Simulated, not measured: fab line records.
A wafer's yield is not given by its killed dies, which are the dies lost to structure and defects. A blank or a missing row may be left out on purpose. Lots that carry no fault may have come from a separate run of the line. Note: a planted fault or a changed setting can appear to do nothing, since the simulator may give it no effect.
Which tool did it? | flow nand_harc | 12 lots, 36 wafers sampled, at 6 steps of a route of 1159

## WHAT THE GAUGES SHOWED, per wafer
NHARC_P_M2_CD_MEAS_09 targets a cd of 170 nm. Usual: cd_nm at 170.1 nm, with a standard deviation of 0.61.
lot  | measured     | on        | cd_nm (nm)        | flag
L404 | day 6 03:50  | cd_sem-01 | 170.8 170.0 170.5 |
L405 | day 6 12:19  | cd_sem-02 | 170.3 170.2 171.3 |
L406 | day 6 13:36  | cd_sem-02 | 170.8 171.0 169.4 |
L407 | day 6 20:28  | cd_sem-03 | 170.5 170.0 170.8 |
L408 | day 7 06:30  | cd_sem-02 | 170.7 169.6 169.6 |
L413 | day 8 14:51  | cd_sem-02 | 169.3 169.0 170.6 |
L414 | day 8 15:18  | cd_sem-01 | 170.5 170.5 172.0 |
L417 | day 9 05:50  | cd_sem-03 | 170.0 169.6 169.3 |
L418 | day 9 15:08  | cd_sem-02 | 170.2 170.3 169.2 |
L423 | day 11 01:40 | cd_sem-03 | 169.2 170.2 170.5 |
L425 | day 11 12:01 | cd_sem-03 | 170.6 168.7 169.9 |
L427 | day 11 15:14 | cd_sem-01 | 169.7 172.7 169.1 |

NHARC_P_M2_OVL_MEAS_10: pitch 340 nm. Usual: overlay_x_nm 0.0 nm, standard deviation 0.85; overlay_y_nm 0.1 nm, standard deviation 0.61.
lot  | measured     | on         | overlay_x_nm (nm) | overlay_y_nm (nm) | flag
L404 | day 6 03:55  | overlay-02 | -1.8 -1.1 -1.6    | 0.2 0.3 0.1       |
L405 | day 6 12:25  | overlay-01 | -0.2 0.0 -0.2     | -0.4 0.0 0.0      |
L406 | day 6 13:41  | overlay-02 | 0.4 0.4 1.0       | 0.5 -0.3 0.0      |
L407 | day 6 20:34  | overlay-01 | 1.5 2.0 1.8       | -1.2 -0.8 -1.1    |
L408 | day 7 06:35  | overlay-02 | 0.5 0.7 0.9       | 0.8 0.1 0.4       |
L413 | day 8 14:56  | overlay-02 | 0.3 0.7 0.4       | -0.3 -0.6 -0.2    |
L414 | day 8 15:23  | overlay-01 | -0.1 0.1 -0.4     | -1.0 -0.3 -0.1    |
L417 | day 9 05:55  | overlay-02 | -0.3 -0.5 -0.2    | 0.2 -0.5 0.2      |
L418 | day 9 15:13  | overlay-02 | -0.4 -0.3 -0.3    | -0.4 0.2 -0.4     |
L423 | day 11 01:45 | overlay-01 | -0.8 -0.2 0.3     | -0.5 -0.6 -0.7    |
L425 | day 11 12:05 | overlay-01 | -1.4 -1.4 -1.1    | 1.5 1.4 1.8       |
L427 | day 11 15:19 | overlay-01 | -0.1 0.0 -0.4     | 0.6 0.3 0.3       |

NHARC_P_M2_CD_MEAS_16. Usual: cd_nm at 169.9 nm, with a standard deviation of 1.
lot  | measured     | on        | cd_nm (nm)        | flag
L404 | day 6 04:19  | cd_sem-02 | 170.0 168.9 169.7 |
L405 | day 6 12:49  | cd_sem-01 | 169.9 168.7 171.8 |
L406 | day 6 14:05  | cd_sem-03 | 171.3 170.7 169.5 |
L407 | day 6 20:58  | cd_sem-03 | 170.4 168.4 170.5 |
L408 | day 7 06:59  | cd_sem-01 | 169.0 169.2 169.9 |
L413 | day 8 15:20  | cd_sem-01 | 168.2 167.7 170.3 |
L414 | day 8 15:47  | cd_sem-01 | 171.0 171.8 172.3 |
L417 | day 9 06:19  | cd_sem-03 | 169.6 168.2 167.9 |
L418 | day 9 15:37  | cd_sem-02 | 168.6 169.7 167.8 |
L423 | day 11 02:11 | cd_sem-02 | 169.9 171.1 171.0 |
L425 | day 11 12:31 | cd_sem-03 | 170.8 168.8 169.5 |
L427 | day 11 15:44 | cd_sem-01 | 170.4 171.6 169.6 |

NHARC_END_SORT_01. Usual: defect_limited_yield 95.4 %, standard deviation 1.5; killed_at_array 27, standard deviation 9.9; killed_at_other 0.5, standard deviation 0.76; killed_at_periphery 3.4, standard deviation 2.2; killed_dies 31, standard deviation 10; killed_open 3.3, standard deviation 2; killed_short 2.0, standard deviation 1.5; sort_bin_2_pct 1.5 %, standard deviation 0.64; sort_bin_3_pct 0.21 %, standard deviation 0.2; sort_bin_4_pct 2.9 %, standard deviation 0.97; sort_n_pass 646, standard deviation 10; sort_rim_yield_pct 96.9 %, standard deviation 2; sort_yield_pct 95.4 %, standard deviation 1.5.
lot  | measured     | on        | defect_limited_yield (%) | killed_at_array | killed_at_other | killed_at_periphery | killed_dies | killed_open | killed_short | sort_bin_2_pct (%) | sort_bin_3_pct (%) | sort_bin_4_pct (%) | sort_n_pass | sort_rim_yield_pct (%) | sort_yield_pct (%) | flag
L404 | day 20 03:23 | prober-01 | 96.6 96.8 96.6           | 21 19 19        | 0 0 2           | 2 3 2               | 23 22 23    | 3 4 2       | 1 1 2        | 1.6 0.4 1.2        | 0 0 0              | 1.8 2.8 2.2        | 654 655 654 | 100.0 100.0 97.2       | 96.6 96.8 96.6     |
L405 | day 19 22:40 | prober-02 | 95.7 93.6 94.8           | 28 39 35        | 0 0 0           | 1 4 0               | 29 43 35    | 1 4 2       | 1 4 0        | 1.5 1.6 1.5        | 0 0.44 0.44        | 2.8 4.3 3.2        | 648 634 642 | 99.1 94.3 97.2         | 95.7 93.6 94.8     |
L406 | day 19 14:07 | prober-02 | 95.4 96.0 96.6           | 27 18 16        | 0 1 1           | 4 8 6               | 31 27 23    | 4 3 5       | 5 4 1        | 1.6 1.0 1.2        | 0.15 0 0.30        | 2.8 3.0 1.9        | 646 650 654 | 93.4 93.4 99.1         | 95.4 96.0 96.6     |
L407 | day 20 05:43 | prober-02 | 95.9 95.6 93.8           | 24 28 38        | 0 1 0           | 4 1 4               | 28 30 42    | 0 2 8       | 4 4 4        | 0.9 1.9 2.1        | 0.15 0.30 0        | 3.1 2.2 4.1        | 649 647 635 | 97.2 97.2 92.5         | 95.9 95.6 93.8     |
L408 | day 20 12:49 | prober-01 | 95.0 96.8 97.2           | 31 20 19        | 0 0 0           | 3 2 0               | 34 22 19    | 7 4 4       | 5 2 2        | 1.3 0.7 0.7        | 0 0 0.44           | 3.7 2.5 1.6        | 643 655 658 | 99.1 94.3 99.1         | 95.0 96.8 97.2     |
L413 | day 21 20:23 | prober-02 | 95.6 96.3 96.3           | 28 23 22        | 1 2 1           | 1 0 2               | 30 25 25    | 4 0 2       | 1 1 0        | 1.2 0.6 1.5        | 0 0.15 0.15        | 3.2 3.0 2.1        | 647 652 652 | 98.1 100.0 97.2        | 95.6 96.3 96.3     |
L414 | day 21 12:50 | prober-01 | 97.2 97.8 97.3           | 10 9 13         | 3 1 0           | 6 5 5               | 19 15 18    | 4 1 3       | 0 1 1        | 0.7 0.7 1.0        | 0.15 0.15 0.15     | 1.9 1.3 1.5        | 658 662 659 | 99.1 99.1 96.2         | 97.2 97.8 97.3     |
L417 | day 22 05:43 | prober-01 | 95.3 95.9 95.7           | 28 26 27        | 0 0 0           | 4 2 2               | 32 28 29    | 6 4 4       | 1 2 3        | 2.1 1.8 1.9        | 0.15 0.15 0.30     | 2.5 2.2 2.1        | 645 649 648 | 98.1 94.3 97.2         | 95.3 95.9 95.7     |
L418 | day 22 13:32 | prober-02 | 95.4 94.4 95.0           | 30 36 32        | 0 1 0           | 1 1 2               | 31 38 34    | 1 2 2       | 1 3 3        | 2.1 1.5 1.2        | 0.59 0.15 0        | 1.9 4.0 3.8        | 646 639 643 | 96.2 96.2 96.2         | 95.4 94.4 95.0     |
L423 | day 23 23:02 | prober-02 | 93.8 95.1 94.5           | 41 32 37        | 0 0 0           | 1 1 0               | 42 33 37    | 1 1 3       | 3 1 0        | 1.3 1.9 1.2        | 0.44 0.44 0        | 4.4 2.5 4.3        | 635 644 640 | 99.1 95.3 98.1         | 93.8 95.1 94.5     |
L425 | day 24 14:31 | prober-01 | 96.0 96.8 94.4           | 16 17 29        | 0 0 0           | 11 5 9              | 27 22 38    | 5 3 2       | 1 2 3        | 1.3 1.3 1.3        | 0.15 0 0           | 2.5 1.9 4.3        | 650 655 639 | 97.2 95.3 94.3         | 96.0 96.8 94.4     |
L427 | day 24 06:50 | prober-01 | 94.1 93.4 92.6           | 32 42 46        | 0 0 1           | 8 3 3               | 40 45 50    | 2 5 7       | 5 1 2        | 1.6 2.4 2.8        | 0.44 0.15 0.15     | 3.8 4.1 4.4        | 637 632 627 | 96.2 95.3 96.2         | 94.1 93.4 92.6     |

## EACH LOT AND THE TOOL THAT RAN IT (in order: tool; ch and the chambers of the sampled wafers; start)
lot  | NHARC_P_M1_PVD_21                       | NHARC_P_M2_EXPOSE_06
L404 | pvd_sputter-01, day 6 03:41 or earlier  | arfi_scanner-01 ch 0, day 6 03:41
L405 | pvd_sputter-03, day 6 12:11 or earlier  | arfi_scanner-03 ch 0, day 6 12:11
L406 | pvd_sputter-02, day 6 13:28 or earlier  | arfi_scanner-01 ch 0, day 6 13:28
L407 | pvd_sputter-03, day 6 20:20 or earlier  | arfi_scanner-01 ch 0, day 6 20:20
L408 | pvd_sputter-02, day 7 06:22 or earlier  | arfi_scanner-03 ch 0, day 7 06:22
L413 | pvd_sputter-02, day 8 14:43 or earlier  | arfi_scanner-03 ch 0, day 8 14:43
L414 | pvd_sputter-01, day 8 15:10 or earlier  | arfi_scanner-01 ch 0, day 8 15:10
L417 | pvd_sputter-03, day 9 05:41 or earlier  | arfi_scanner-03 ch 0, day 9 05:41
L418 | pvd_sputter-03, day 9 14:59 or earlier  | arfi_scanner-02 ch 0, day 9 14:59
L423 | pvd_sputter-02, day 11 01:31 or earlier | arfi_scanner-01 ch 0, day 11 01:31
L425 | pvd_sputter-03, day 11 11:52 or earlier | arfi_scanner-01 ch 0, day 11 11:52
L427 | pvd_sputter-02, day 11 15:05 or earlier | arfi_scanner-03 ch 0, day 11 15:05
- NHARC_P_M1_PVD_21: deposits Cu, target thk 30 nm, time 20.49 s.
- NHARC_P_M2_EXPOSE_06: exposes mask P M2, target cd 170 nm.

## WHAT THE TOOLS THEMSELVES READ (means of the sampled wafers that have a number; where no wafer has one, the mark that the record gives instead)
NHARC_P_M1_PVD_21. Usual: chamber_pressure_pa 5.002 Pa, standard deviation 0.0093; throttle_valve_pct 29.5 %, standard deviation 0.92.
lot  | tool           | chamber_pressure_pa (Pa) | throttle_valve_pct (%) | flag
L404 | pvd_sputter-01 | 5.003                    | 29.4                   |
L405 | pvd_sputter-03 | 5.003                    | 29.7                   |
L406 | pvd_sputter-02 | 4.998                    | 28.8                   |
L407 | pvd_sputter-03 | 5.005                    | 30.1                   |
L408 | pvd_sputter-02 | 4.992                    | 29.6                   |
L413 | pvd_sputter-02 | 4.998                    | 30.0                   |
L414 | pvd_sputter-01 | 5.004                    | 29.1                   |
L417 | pvd_sputter-03 | 5.012                    | 30.1                   |
L418 | pvd_sputter-03 | 5.003                    | 29.9                   |
L423 | pvd_sputter-02 | 5.001                    | 29.2                   |
L425 | pvd_sputter-03 | 5.003                    | 29.8                   |
L427 | pvd_sputter-02 | 4.994                    | 28.3                   |

## THE ANSWER, worked out from the rows above alone
Rule: a lot counts as off when the mean over its wafers that have a number is more than 3 standard deviations away from the usual mean. Also off: a lot with no number at a reading for which 4 or more lots have one. The other lots that the step has rows for count as sound. Order of review: gauges by route order, followed by the tools' own readings, for which a lot's mean as printed above is used. At the first step where some lot is off, the reading lying furthest off is the one used; lots without a number count as furthest.
No lot is off at any reading shown: from this, nothing can be told.

## WHAT HAD BEEN PUT IN BY THE SIMULATOR
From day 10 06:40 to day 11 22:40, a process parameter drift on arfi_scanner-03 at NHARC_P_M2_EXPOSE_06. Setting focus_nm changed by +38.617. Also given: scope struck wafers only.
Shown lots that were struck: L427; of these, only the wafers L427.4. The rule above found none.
